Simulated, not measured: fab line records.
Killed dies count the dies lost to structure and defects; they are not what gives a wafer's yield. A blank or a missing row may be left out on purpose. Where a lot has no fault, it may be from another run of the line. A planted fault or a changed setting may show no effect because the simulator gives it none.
fab line records    flow n5Finfet
record lots=4  wafers=12  lastDay=17
route steps=1938 shown WELL_APT@20 PMOS_HMC_CHANNEL_EPI@57 BEOL_M4@1111 PASSIVATION@1936
lots that met no fault: taken from a fault-free run of the same line
startH: hours from the record's first day to the start of the lot's first wafer shown    waitH: hours elapsed since this lot's preceding step    " unchanged from the row above    L1.1+2: a row that stands for several wafers    - value missing, or start not given    * or withheld: withheld    < > ~ a bound
route shown NAME@n: names a module that has steps shown in the file, with the first one's number in the route    usual: mean/standard deviation of fault-free wafers    same: alike in all rows    chamber/n: place in a boat    sites: readings site by site    _std_site: the values' standard deviation    _edge_site: outer sites' mean less inner sites'    radiusMm: for every site, how far away it sits from the centre of the wafer    mask NAME#n: copy n    behind: the tool/chamber that last shaped the wafer    hold: why the lot went on hold/how many hours it stayed there/how the hold came to an end    device: names the non-switching transistor (n, p or np)    end of line: tests run on the same wafers once the route is complete    step lacking rows: just its recipe    killed: at the first sort, the dies lost to defects and structure; wafer yield is something else    map: dies across one wafer; x = killed, . = not, _ = none there
set.NAME: the setting the step ran with; set.NAME@STEP: the setting that earlier step ran with    model.NAME: the simulator's own value behind a step, which no gauge read
lots at some steps of the route; a table a step, a row a wafer
services: when a tool's chamber went out of use (startH, in hours from the record's first day, below 0 if earlier), for how many hours, and the reason
## steps
# step N5_WELL_APT_HMDS_01
# recipe timeS=60  tempC=120
# step N5_WELL_APT_COAT_02
# recipe spinRpm=1357  resistThkNm=950
# step N5_WELL_APT_EBR_04
# recipe solvent=PGMEA  ebrWidthMm=1.5
# step N5_WELL_APT_SOFTBAKE_03
# recipe tempC=130  timeS=60
# step N5_WELL_APT_EXPOSE_05
# recipe maskId=NWELL  na=0.8  sourceShape=conventional  sigmaOuter=0.8  polarization=unpolarized  defocusNm=0  targetCdNm=200  doseMj=20.3
# step N5_WELL_APT_PEB_06
# recipe pebTempC=130  pebTimeS=90
# step N5_WELL_APT_DEVELOP_07
# recipe developTimeS=45  rinseLiquid=surfactantRinse  dry=airSpin  devTempC=21
# step N5_WELL_APT_HARDBAKE_12
# recipe tempC=130  timeS=120
# step N5_WELL_APT_DESCUM_13
# recipe chemistry=O2  timeS=7.9  sourcePowerW=50  biasPowerW=20  pressureMtorr=20  rfFrequencyHz=2.712e+07  tempC=40  o2FlowSccm=225
# step N5_WELL_APT_IMPLANT_14
# recipe species=P  energyKev=160  doseCm2=1.5e+13  tiltDeg=0  rotationDeg=0
# usual beamEnergyKeV=159.99/0.047  doseIonsCm2=1.4998e+13/1.5e+10  faradayCurrentUA=190/3.9  rotationDeg=-0.002/0.02
lot.wafer  tool          chamber  startH  waitH  beamEnergyKeV  doseIonsCm2  faradayCurrentUA  rotationDeg
L162.1     implanter-02  0        13.87   0.1    159.99         1.5006e+13   189               0.010
L162.2     "             0        "       "      159.99         1.4975e+13   193               0.017
L162.5     "             0        "       "      159.99         1.5017e+13   192               0.046
L179.3     implanter-02  0        115.93  0.1    159.98         6.306e+12    80                -0.010
L179.5     "             0        "       "      159.98         6.3e+12      79                -0.006
L179.6     "             0        "       "      160.02         6.32e+12     81                0.002
L180.4     implanter-02  0        122.14  0.2    159.95         6.341e+12    82                0.019
L180.5     "             0        "       "      159.96         6.303e+12    80                0.015
L180.6     "             0        "       "      159.95         6.324e+12    78                0.018
L181.2     implanter-01  0        128.24  0.1    160.01         1.5023e+13   193               -0.004
L181.5     "             0        "       "      160.01         1.5005e+13   195               0.020
L181.6     "             0        "       "      160.09         1.5007e+13   190               0.010
# step N5_WELL_APT_IMPLANT_15
# recipe species=As  energyKev=25  doseCm2=1.5e+13  tiltDeg=0  rotationDeg=0
# step N5_WELL_APT_STRIP_16
# recipe chemistry=SPM  timeS=900  tempC=130  h2so4H2o2VolRatio=4  dry=ipaMarangoni
# step N5_WELL_APT_HMDS_18
# recipe timeS=60  tempC=120
# step N5_WELL_APT_COAT_19
# recipe spinRpm=1357  resistThkNm=950
# step N5_WELL_APT_EBR_21
# recipe solvent=PGMEA  ebrWidthMm=1.5
# step N5_WELL_APT_SOFTBAKE_20
# recipe tempC=130  timeS=60
# step N5_WELL_APT_EXPOSE_22
# recipe maskId=PWELL  na=0.8  sourceShape=conventional  sigmaOuter=0.8  polarization=unpolarized  defocusNm=0  targetCdNm=200  doseMj=23.2
# step N5_WELL_APT_PEB_23
# recipe pebTempC=130  pebTimeS=90
# step N5_WELL_APT_DEVELOP_24
# recipe developTimeS=45  rinseLiquid=surfactantRinse  dry=airSpin  devTempC=21
# step N5_WELL_APT_HARDBAKE_29
# recipe tempC=130  timeS=120
# step N5_WELL_APT_DESCUM_30
# recipe chemistry=O2  timeS=7.9  sourcePowerW=50  biasPowerW=20  pressureMtorr=20  rfFrequencyHz=2.712e+07  tempC=40  o2FlowSccm=225
# step N5_WELL_APT_IMPLANT_31
# recipe species=B  energyKev=60  doseCm2=1.5e+13  tiltDeg=0  rotationDeg=0
# step N5_WELL_APT_IMPLANT_32
# recipe species=BF2  energyKev=50  doseCm2=2e+13  tiltDeg=0  rotationDeg=0
# step N5_WELL_APT_STRIP_33
# recipe chemistry=SPM  timeS=900  tempC=130  h2so4H2o2VolRatio=4  dry=ipaMarangoni
# step N5_WELL_APT_RTA_34
# recipe tempC=1000  timeS=10  ambient=N2  idleTempC=600  rampUpCPerS=150  rampDownCPerS=60  coolToC=600
# step N5_WELL_APT_OXIDE_STRIP_42
# recipe chemistry=dHF  dilution=25:1  timeS=45  tempC=25  target=SiO2  targetDepthA=120
# step N5_WELL_APT_PRECLEAN_36
# recipe chemistry=O3/DIW  timeS=45  tempC=22  o3Ppm=10
# step N5_WELL_APT_PRECLEAN_39
# recipe chemistry=dHF  timeS=60  dilution=150:1  tempC=25
# step N5_WELL_APT_SRD_37
# recipe dry=ipaMarangoni  doPpb=5  timeS=30  tempC=23  rinseLiquid=diw
# step N5_WELL_APT_EPI_41
# recipe material=Si  targetThkA=500  tempC=650  precursor=SiH4/H2  pressureTorr=20  timeS=297.7
# step N5_PMOS_HMC_CHANNEL_EPI_HM_DEP_34
# recipe material=SiO2  targetThkA=360  tempC=400  precursor=TEOS/O2  pressureTorr=6.5  rfW=900  teosFlowSccm=161.4  gas=O2  flowSccm=2650  timeS=6.9
# step N5_PMOS_HMC_CHANNEL_EPI_COAT_31
# recipe resist=BARC  tempC=205  timeS=60  spinRpm=1500  resistThkNm=66
# step N5_PMOS_HMC_CHANNEL_EPI_COAT_03
# recipe resist=CAR-ArF-block  spinRpm=1500  resistThkNm=205
# step N5_PMOS_HMC_CHANNEL_EPI_EBR_05
# recipe solvent=PGMEA  ebrWidthMm=1.5
# step N5_PMOS_HMC_CHANNEL_EPI_SOFTBAKE_04
# recipe tempC=110  timeS=60  resist=CAR-ArF-block
# step N5_BEOL_M4_RC_MEAS_101
# usual DIBL_N=36.0/2.5  DIBL_P=36.2/3  IOFF_N=0.16/0.044  IOFF_P=0.21/0.049  ION_N=671/15  ION_P=461/8.7  RS_NWELL=1035/6.8  SS_N=71.5/0.72  SS_P=73.4/0.9  VT_N=251/4.4  VT_P=-250/4
lot.wafer  tool       chamber  startH  waitH  DIBL_N[mV/V]  DIBL_P[mV/V]  IOFF_N[nA/um]  IOFF_P[nA/um]  ION_N[uA/um]  ION_P[uA/um]  RS_NWELL[ohm/sq]  SS_N[mV/dec]  SS_P[mV/dec]  VT_N[mV]  VT_P[mV]
L162.1     prober-01  0        180.05  0.0    36.4          36.1          0.16           0.24           668           463           1030              71.9          73.5          251       -245
L162.2     "          0        "       "      34.6          33.4          0.13           0.19           667           458           1026              71.3          72.1          254       -247
L162.5     "          0        "       "      36.0          35.2          0.15           0.22           665           460           1039              71.6          72.7          250       -245
L180.4     prober-01  0        286.28  0.5    35.8          37.2          0.17           0.23           678           467           1699              72.0          73.5          249       -246
L180.5     "          0        "       "      35.5          35.5          0.18           0.22           682           469           1696              71.5          73.4          249       -249
L180.6     "          0        "       "      34.7          35.6          0.14           0.21           664           457           1692              70.9          73.2          252       -249
L181.2     prober-01  0        286.90  0.6    33.0          32.5          0.11           0.17           652           453           1033              70.0          71.8          252       -254
L181.5     "          0        "       "      33.3          33.4          0.11           0.17           665           464           1036              71.3          71.8          255       -254
L181.6     "          0        "       "      36.1          34.9          0.15           0.19           668           453           1034              72.4          72.9          252       -252
L179.3     prober-02  0        301.99  0.3    41.1          42.8          0.24           0.33           691           469           1710              72.4          75.3          242       -244
L179.5     "          0        "       "      38.0          38.4          0.17           0.22           679           456           1723              71.8          74.9          250       -254
L179.6     "          0        "       "      41.0          42.0          0.23           0.31           688           471           1716              72.8          74.7          244       -246
# step N5_PASSIVATION_PROBE_49
# usual defectLimitedYield=91.7/1.4  killed_at_M0_to_M3=31/11  killed_at_M4_up=13/4.6  killedAtContacts=13/6.7  killedAtFrontEnd=39/9.6  killedAtOther=3.5/2.8  killedDies=98/16  killedOpen=64/11  killedShort=33/8.5  sort_bin_4_leakage=0.00/0.032  sort_bin_5_function=4.9/0.96  sort_bin_6_memory=3.1/0.59  sortNPass=1080/23  sortYieldPct=91.5/1.9
# same grossDies=1180  killedAtBackSide=0  sort_bin_8_speed[%]=0
lot.wafer  tool       chamber  startH  waitH  defectLimitedYield[%]  killed_at_M0_to_M3  killed_at_M4_up  killedAtContacts  killedAtFrontEnd  killedAtOther  killedDies  killedOpen  killedShort  sort_bin_4_leakage[%]  sort_bin_5_function[%]  sort_bin_6_memory[%]  sortNPass  sortYieldPct[%]
L180.4     prober-02  -        388.06  0.2    91.9                   32                  9                3                 43                8              95          62          32           0                      5.4                     2.5                   1085       91.9
L180.5     prober-02  -        388.11  0.2    92.4                   32                  9                12                33                4              90          64          26           0                      4.2                     3.3                   1090       92.4
L180.6     prober-02  -        388.16  0.3    92.3                   29                  11               18                21                12             91          62          28           0                      4.7                     2.5                   1089       92.3
# killed by level:class
L180.4 FIN_SAQP:geometricParticle:open=12 BEOL_M0_SAQP:geometricParticle:short=10 BEOL_M3:geometricParticle:open=8 STI_FIN_REVEAL:geometricParticle:open=7 BEOL_M0_SAQP:geometricParticle:open=7 DUMMY_GATE:geometricParticle:open=5 BEOL_M4:geometricParticle:open=5 MIM_TOP:geometricParticle:short=5
L180.5 MOL_CONTACT_COAG:geometricParticle:open=11 STI_FIN_REVEAL:geometricParticle:open=10 BEOL_M3:geometricParticle:open=8 BEOL_M0_SAQP:geometricParticle:short=7 BEOL_M1:geometricParticle:open=7 BEOL_M0_SAQP:geometricParticle:open=5 FIN_SAQP:geometricParticle:short=4 FIN_SAQP:geometricParticle:open=4
L180.6 MOL_CONTACT_COAG:geometricParticle:open=15 FIN_SAQP:geometricParticle:open=7 BEOL_M0_SAQP:geometricParticle:open=6 BEOL_M0_SAQP:geometricParticle:short=6 BEOL_M2:geometricParticle:open=6 BEOL_M4:geometricParticle:open=5 BEOL_M2:geometricParticle:short=4 BEOL_M3:geometricParticle:open=4
## services
tool          chamber  startH  hours  kind
implanter-02  -        21.34   3.3    repair
implanter-02  -        71.26   5.4    pm
## key
firstSign step=N5_WELL_APT_IMPLANT_14  reading=doseIonsCm2  direction=down  sigmas=99+  usual=1.4998e+13  struck=6.316e+12
effect step=N5_WELL_APT_IMPLANT_14  reading=faradayCurrentUA  direction=down  sigmas=28  usual=190  struck=80
effect step=N5_BEOL_M4_RC_MEAS_101  reading=RS_NWELL  direction=up  sigmas=98  usual=1035  struck=1706
metAt N5_WELL_APT_IMPLANT_14
struckWafers L179.3,L179.5,L179.6,L180.4,L180.5,L180.6
onsetBetween 13.87 115.93
fault kind=processParameterDrift  tool=implanter-02  chamber=-  onsetH=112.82  steps=N5_WELL_APT_IMPLANT_14  channel=doseCm2  offset=-8.6793e+12  shape=step  endH=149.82  actsIn=theseRecipesOnly  stated=1.5e+13
